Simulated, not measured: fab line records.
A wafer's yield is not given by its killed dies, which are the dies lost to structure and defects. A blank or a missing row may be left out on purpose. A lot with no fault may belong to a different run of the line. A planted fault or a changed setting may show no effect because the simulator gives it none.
Chamber matching ; flow nand harc ; rie diel-12 running NHARC_A_M0_STRIP_18: 4 sister chambers
The step strips in N2/H2. 24 wafers are shown with their chamber, then 12 later ones without.

## WAFERS PAIRED WITH THEIR CHAMBERS
wafer;chamber;drypump motor current A (A);oes product au (a.u.);rf vpp V (V)
L074.1;1;6.5;0.980;90.3
L074.2;0;5.8;1.013;91.5
L074.3;2;5.8;1.005;91.0
L074.4;3;6.1;0.994;91.8
L074.5;1;6.5;0.985;91.2
L074.6;0;5.9;1.006;90.4
L081.1;1;6.5;1.005;89.7
L081.2;0;5.9;1.021;89.5
L081.4;2;5.9;1.011;89.3
L081.3;3;6.1;0.993;89.8
L081.5;2;5.9;1.013;89.7
L081.6;1;6.5;1.003;90.9
L085.2;1;6.5;1.000;88.7
L085.4;0;5.9;1.013;92.6
L085.6;2;5.8;0.997;89.7
L087.1;1;6.5;0.991;89.9
L087.5;3;6.1;0.984;91.3
L087.6;2;5.8;0.997;91.4
L091.1;2;5.8;1.007;89.2
L091.3;0;5.8;1.019;91.5
L091.4;1;6.5;0.994;91.6
L092.1;3;6.1;0.981;91.2
L092.2;2;5.8;1.007;89.9
L092.5;3;6.1;0.975;91.2

SIGNATURES, as means of the wafers listed above
reading;chamber 0;chamber 1;chamber 2;chamber 3;scatter within a chamber
drypump motor current A;5.860;6.500;5.829;6.100;0.0363
oes product au;1.01440;0.99400;1.00529;0.98540;0.00762
rf vpp V;91.100;90.329;90.029;91.060;0.95
Rule: distance of a wafer from a chamber = root of the sum over the readings of ((wafer's reading minus chamber's mean) / reading's scatter) squared. The wafer belongs to the nearest chamber; if the next one is less than 2 further off, it can't be placed. How the scatter is found: for the shown wafers, subtract from each reading the mean of its chamber, square and add these, divide the total by (wafers less chambers), then take the root.

## WAFERS MISSING THEIR CHAMBER
wafer;drypump motor current A (A);oes product au (a.u.);rf vpp V (V)
L093.1;6.1;0.988;90.7
L093.3;6.5;0.994;91.7
L093.4;5.8;1.006;91.2
L096.1;5.9;1.004;91.1
L096.2;6.1;0.985;90.8
L096.6;5.8;1.011;91.7
L095.3;6.1;0.971;91.9
L095.4;5.9;0.996;90.5
L095.6;6.5;0.995;89.7
L097.1;5.8;1.006;91.1
L097.2;5.8;1.006;90.0
L097.4;6.1;0.983;91.3

## EACH ONE'S CHAMBER
wafer;from the rows above;in truth
L093.1;3;3
L093.3;1;1
L093.4;can't be placed: 2 or 0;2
L096.1;can't be placed: 0 or 2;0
L096.2;3;3
L096.6;can't be placed: 0 or 2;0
L095.3;3;3
L095.4;can't be placed: 2 or 0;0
L095.6;1;1
L097.1;can't be placed: 2 or 0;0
L097.2;can't be placed: 2 or 0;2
L097.4;3;3
Correctly placed: 6 of 12. These rows do not allow placing 6 (true chamber among the candidates in 6). Placed wrongly: 0.
